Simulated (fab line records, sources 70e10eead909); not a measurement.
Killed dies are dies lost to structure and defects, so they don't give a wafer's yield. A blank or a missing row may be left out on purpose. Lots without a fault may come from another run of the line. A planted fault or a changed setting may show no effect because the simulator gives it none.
fab line records | flow nand_harc
record lots=6 wafers=18 last_day=21
route steps=1159 shown A_ZERO_WELL@412 A_SOURCE_PLATE@413 A_ONON_D1@424 END@1159
lots that met no fault: from a run of the same line without faults
start_h: hours from the record's first day to the start of the lot's first wafer shown | wait_h: hours since the lot's step before | " the same as in the row above | L1.1+2: a row that stands for several wafers | - no value, or no start given | * or withheld: withheld | < > ~ a bound
route shown NAME@n: a module of which the file shows steps, and the number in the route of the first | usual: mean/standard deviation of fault-free wafers | same: alike in all rows | chamber/n: place in a boat | sites: the reading at each site | _std_site: their standard deviation | _edge_site: outer sites' mean less inner sites' | radius_mm: how far each site lies from the wafer's centre | mask NAME#n: copy n | behind: the tool/chamber that last shaped the wafer | hold: why the lot was held/for how many hours/how that ended | device: the transistor (n, p or np) that didn't switch | end of line: the same wafers' tests at the end of the route | a step without rows: its recipe alone | killed: dies lost to structure and defects at the first sort, not the wafer's yield | map: a wafer's dies, x killed, . not, _ none there
set.NAME: the setting as run; set.NAME@STEP: as run at that earlier step | model.NAME: the simulator's own value behind a step, which no gauge read
lots at some steps of the route; a table a step, a row a wafer
services: from which hour (start_h, from the record's first day; less than 0 if before it) a tool's chamber was out of use, for how many hours, and why
## steps
# step NHARC_A_ZERO_WELL_INSPECT_17
# usual raw_defect_count=10/5.3
# columns lot.wafer tool chamber start_h wait_h raw_defect_count
L551.2 defect_inspect-01 - 153.00 0.1 9
L551.3 " - " " 10
L551.4 " - " " 5
L554.1 defect_inspect-02 - 170.10 0.2 9
L554.2 " - " " 12
L554.3 " - " " 6
L557.2 defect_inspect-01 - 190.96 0.1 16
L557.3 " - " " 7
L557.6 " - " " 10
L556.1 defect_inspect-01 - 191.45 0.2 12
L556.3 " - " " 8
L556.4 " - " " 6
L570.1 defect_inspect-01 - 265.46 0.2 11
L570.2 " - " " 10
L570.3 " - " " 10
L571.1 defect_inspect-01 - 282.77 0.2 4
L571.3 " - " " 5
L571.4 " - " " 14
# step NHARC_A_SOURCE_PLATE_PRECLEAN_00
# recipe time_s=60 chemistry=HF-LAST
# step NHARC_A_SOURCE_PLATE_SRD_01
# step NHARC_A_SOURCE_PLATE_OXIDE_02
# recipe target_thk_a=100 temp_c=900 ox_time_s=1362 material=SiO2
# step NHARC_A_SOURCE_PLATE_THK_MEAS_09
# recipe thk_meas_gauge=ellipsometry
# usual thk_nm=9.8/0.98
# columns lot.wafer tool chamber start_h wait_h thk_nm
L551.2 film_metro-01 - 160.47 0.4 9.3
L551.3 " - " " 7.5
L551.4 " - " " 10.6
L554.1 film_metro-01 - 177.19 0.4 9.5
L554.2 " - " " 10.4
L554.3 " - " " 9.8
L557.2 film_metro-01 - 198.33 0.4 9.0
L557.3 " - " " 9.1
L557.6 " - " " 7.9
L556.1 film_metro-01 - 198.33 0.4 9.5
L556.3 " - " " 11.5
L556.4 " - " " 9.7
L570.1 film_metro-02 - 272.90 0.4 9.9
L570.2 " - " " 11.0
L570.3 " - " " 9.7
L571.1 film_metro-02 - 291.81 0.4 10.0
L571.3 " - " " 10.7
L571.4 " - " " 9.8
# step NHARC_A_SOURCE_PLATE_PVD_04
# recipe target_thk_a=500 material=WSi2
# step NHARC_A_SOURCE_PLATE_CVD_03
# recipe target_thk_a=2000 temp_c=620 pressure_mtorr=200 time_s=4000 material=poly-Si
# step NHARC_A_SOURCE_PLATE_ANNEAL_05
# recipe temp_c=850 time_s=1800
# step NHARC_A_SOURCE_PLATE_THK_MEAS_06
# recipe thk_meas_gauge=ellipsometry
# usual thk_nm=200.1/2.2
# columns lot.wafer tool chamber start_h wait_h thk_nm
L551.2 film_metro-02 - 173.44 0.4 201.6
L551.3 " - " " 201.1
L551.4 " - " " 203.6
L554.1 film_metro-02 - 190.43 0.4 201.1
L554.2 " - " " 200.5
L554.3 " - " " 202.8
L557.2 film_metro-02 - 211.59 0.4 195.7
L557.3 " - " " 197.2
L557.6 " - " " 199.6
L556.1 film_metro-02 - 211.60 0.4 201.0
L556.3 " - " " 199.8
L556.4 " - " " 200.3
L570.1 film_metro-01 - 288.05 0.4 196.8
L570.2 " - " " 195.3
L570.3 " - " " 199.4
L571.1 film_metro-02 - 305.94 0.4 199.3
L571.3 " - " " 201.7
L571.4 " - " " 200.8
# step NHARC_A_SOURCE_PLATE_INSPECT_08
# usual raw_defect_count=65/28
# columns lot.wafer tool chamber start_h wait_h raw_defect_count
L551.2 defect_inspect-02 - 173.54 0.0 32
L551.3 " - " " 21
L551.4 " - " " 37
L554.1 defect_inspect-01 - 190.49 0.0 68
L554.2 " - " " 91
L554.3 " - " " 98
L556.1 defect_inspect-02 - 211.68 0.0 66
L556.3 " - " " 91
L556.4 " - " " 51
L557.2 defect_inspect-01 - 211.69 0.0 96
L557.3 " - " " 37
L557.6 " - " " 37
L570.1 defect_inspect-02 - 288.11 0.0 156
L570.2 " - " " 128
L570.3 " - " " 113
L571.1 defect_inspect-01 - 306.00 0.0 45
L571.3 " - " " 40
L571.4 " - " " 42
# step NHARC_A_ONON_D1_DEP_00
# recipe target_thk_a=10000 n2_flow_sccm=2750 n2o_flow_sccm=2000 nh3_flow_sccm=500 sih4_flow_sccm=210 temp_c=400
# usual n2_flow_sccm=2751/8.1 n2o_flow_sccm=2000/5.5
# columns lot.wafer tool chamber start_h wait_h n2_flow_sccm n2o_flow_sccm
L551.2 pecvd_onon-04 0 173.67 0.1 2748 2014
L551.3 " 0 " " 2740 1997
L551.4 " 0 " " 2742 2005
L554.1 pecvd_onon-03 0 190.56 0.1 2747 1995
L554.2 " 0 " " 2754 1990
L554.3 " 0 " " 2749 2006
L556.1 pecvd_onon-02 0 211.75 0.1 2752 2003
L556.3 " 0 " " 2763 2003
L556.4 " 0 " " 2762 1996
L557.2 pecvd_onon-03 0 211.82 0.1 2759 2003
L557.3 " 0 " " 2765 2000
L557.6 " 0 " " 2758 1989
L570.1 pecvd_onon-03 - 288.18 0.1 - -
L570.2 " - " " - -
L570.3 " - " " - -
L571.1 pecvd_onon-02 - 306.07 0.1 - -
L571.3 " - " " - -
L571.4 " - " " - -
# step NHARC_END_SORT_01
# recipe temp_c=25
# usual defect_limited_yield=95.1/1.8 killed_at_array=29/11 killed_at_other=0.5/0.8 killed_at_periphery=3.5/2.8 killed_dies=33/12 killed_open=3.1/1.8 killed_short=1.8/1.4 sort_bin_2_pct=1.5/0.65 sort_bin_3_pct=0.24/0.21 sort_bin_4_pct=3.1/1.2 sort_n_pass=644/12 sort_rim_yield_pct=97.5/1.9 sort_yield_pct=95.1/1.8
# same gross_dies=677 sort_bin_5_pct[%]=0 sort_bin_6_pct[%]=0 sort_bin_7_pct[%]=0 sort_bin_8_pct[%]=0 sort_rim_n_gross=106.00
# columns lot.wafer tool chamber start_h wait_h defect_limited_yield[%] killed_at_array killed_at_other killed_at_periphery killed_dies killed_open killed_short sort_bin_2_pct[%] sort_bin_3_pct[%] sort_bin_4_pct[%] sort_n_pass sort_rim_yield_pct[%] sort_yield_pct[%]
L551.2 prober-02 0 445.15 2.8 97.2 17 0 2 19 4 0 0.6 0.30 1.9 658 100.0 97.2
L551.3 prober-02 0 445.93 3.1 97.3 11 0 7 18 6 1 1.0 0.15 1.5 659 100.0 97.3
L551.4 prober-02 0 446.72 3.3 96.8 18 1 3 22 6 3 1.0 0.15 2.1 655 98.1 96.8
L554.1 prober-02 0 492.30 2.5 95.9 25 0 3 28 1 2 1.0 0.30 2.8 649 98.1 95.9
L554.2 prober-02 0 493.09 2.8 96.9 19 1 1 21 1 2 1.3 0.30 1.5 656 99.1 96.9
L554.3 prober-02 0 493.89 3.1 96.0 25 1 1 27 5 1 1.5 0 2.5 650 100.0 96.0
L557.2 prober-01 0 499.13 2.8 94.1 36 1 3 40 5 1 1.8 0 4.1 637 99.1 94.1
L557.3 prober-01 0 499.92 3.1 94.2 35 0 4 39 4 1 1.0 0.30 4.4 638 97.2 94.2
L557.6 prober-01 0 502.29 3.9 93.6 36 0 7 43 3 1 1.9 1.03 3.4 634 98.1 93.6
L556.1 prober-02 0 502.06 2.5 92.8 30 0 19 49 2 4 2.5 0.30 4.4 628 94.3 92.8
L556.3 prober-02 0 503.68 3.1 92.5 43 0 8 51 2 0 3.1 0.15 4.3 626 93.4 92.5
L556.4 prober-02 0 504.49 3.4 93.8 35 0 7 42 1 0 1.5 0.44 4.3 635 98.1 93.8
# killed by level:class
L551.2 A_CHANNEL_HOLE_D1:chamber_film_flake=5 A_CONTACT:chamber_film_flake=5 P_STI:chamber_film_flake=2 A_STAIRCASE:chamber_film_flake=2 A_ONON_D1:geometric_particle:open=1 A_WL_FILL:geometric_particle:open=1 A_CONTACT:geometric_particle:open=1 A_M0:geometric_particle:open=1
L551.3 P_STI:chamber_film_flake=4 A_CONTACT:chamber_film_flake=3 A_CONTACT:geometric_particle:open=2 A_SLIT:chamber_film_flake=2 P_GATE:geometric_particle:short=1 P_M1:geometric_particle:open=1 A_CHANNEL_FILL_D1:geometric_particle:open=1 A_SGD_CUT:geometric_particle:open=1
L551.4 A_CONTACT:geometric_particle:open=5 A_CHANNEL_HOLE_D1:chamber_film_flake=4 A_CONTACT:chamber_film_flake=4 P_M1:chamber_film_flake=2 A_STAIRCASE:chamber_film_flake=2 A_ONON_D1:geometric_particle:short=1 A_WL_FILL:geometric_particle:short=1 A_M1:geometric_particle:open=1
L554.1 A_CHANNEL_HOLE_D1:chamber_film_flake=17 A_STAIRCASE:chamber_film_flake=4 P_CONTACT:chamber_film_flake=2 P_CONTACT:geometric_particle:short=1 A_ONON_D1:geometric_particle:open=1 A_CONTACT:geometric_particle:short=1 A_SGD_CUT:chamber_film_flake=1 A_SLIT:chamber_film_flake=1
L554.2 A_CHANNEL_HOLE_D1:chamber_film_flake=11 A_CONTACT:chamber_film_flake=4 A_ONON_D1:geometric_particle:short=1 A_BLC:geometric_particle:open=1 A_M1:geometric_particle:short=1 P_M2:chamber_film_flake=1 A_STAIRCASE:chamber_film_flake=1 THIN_TSV:chamber_film_flake=1
L554.3 A_CHANNEL_HOLE_D1:chamber_film_flake=16 A_STAIRCASE:chamber_film_flake=2 A_CONTACT:chamber_film_flake=2 P_CONTACT:geometric_particle:open=1 A_ONON_D1:geometric_particle:open=1 A_ONON_D1:geometric_particle:short=1 A_CHANNEL_FILL_D1:geometric_particle:open=1 A_CONTACT:geometric_particle:open=1
L557.2 A_CHANNEL_HOLE_D1:chamber_film_flake=16 A_SLIT:chamber_film_flake=12 A_M0:geometric_particle:open=2 P_GATE:geometric_particle:open=1 A_CHANNEL_FILL_D1:geometric_particle:open=1 A_CHANNEL_FILL_D1:geometric_particle:short=1 STARTING-WAFER:geometric_particle:open=1 P_STI:chamber_film_flake=1
L557.3 A_CHANNEL_HOLE_D1:chamber_film_flake=17 A_SLIT:chamber_film_flake=14 P_M0:geometric_particle:open=2 P_M0:geometric_particle:short=1 A_SGD_CUT:geometric_particle:open=1 A_M0:geometric_particle:open=1 P_STI:chamber_film_flake=1 A_ZERO_WELL:chamber_film_flake=1
L556.1 A_SLIT:chamber_film_flake=12 P_STI:chamber_film_flake=8 P_CONTACT:chamber_film_flake=7 A_CHANNEL_HOLE_D1:chamber_film_flake=7 P_ZERO_WELL:chamber_film_flake=4 A_CHANNEL_FILL_D1:geometric_particle:short=2 A_CONTACT:chamber_film_flake=2 A_M0:chamber_film_flake=2
L557.6 A_CHANNEL_HOLE_D1:chamber_film_flake=17 A_SLIT:chamber_film_flake=12 P_STI:chamber_film_flake=3 A_STAIRCASE:chamber_film_flake=3 P_GATE:chamber_film_flake=2 P_M0:geometric_particle:open=1 A_CHANNEL_FILL_D1:geometric_particle:open=1 A_WL_FILL:geometric_particle:short=1
L556.3 A_CHANNEL_HOLE_D1:chamber_film_flake=14 A_SLIT:chamber_film_flake=14 A_CONTACT:chamber_film_flake=4 A_WL_FILL:chamber_film_flake=4 P_ZERO_WELL:chamber_film_flake=3 P_CONTACT:chamber_film_flake=3 A_STAIRCASE:chamber_film_flake=3 A_M0:chamber_film_flake=3
L556.4 A_SLIT:chamber_film_flake=14 A_CHANNEL_HOLE_D1:chamber_film_flake=12 P_CONTACT:chamber_film_flake=3 P_ZERO_WELL:chamber_film_flake=2 P_STI:chamber_film_flake=2 A_CHANNEL_FILL_D1:chamber_film_flake=2 A_STAIRCASE:chamber_film_flake=2 A_CONTACT:chamber_film_flake=2
## services
# columns tool chamber start_h hours kind
pecvd_onon-03 - 153.00 13.0 pm
pecvd_onon-04 - 220.87 1.0 repair
pecvd_onon-04 - 237.00 13.0 pm
pecvd_onon-02 - 289.71 1.1 repair
pecvd_onon-02 - 292.21 13.0 pm
## key
first_sign step=NHARC_A_ONON_D1_DEP_00 reading=tool_record direction=missing
effect none on later readings
met_at NHARC_A_ONON_D1_DEP_00
struck_wafers L570.1,L570.2,L570.3,L571.1,L571.3,L571.4
scrapped_behind NHARC_A_ONON_D1_THK_MEAS_02 L570.1,L570.2,L570.3,L571.1,L571.3,L571.4
onset_between 211.82 288.18
fault kind=skipped_step_whole tool=pecvd_onon-02,pecvd_onon-03 chamber=- onset_h=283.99 steps=NHARC_A_ONON_D1_DEP_00 scope=struck_lots_only
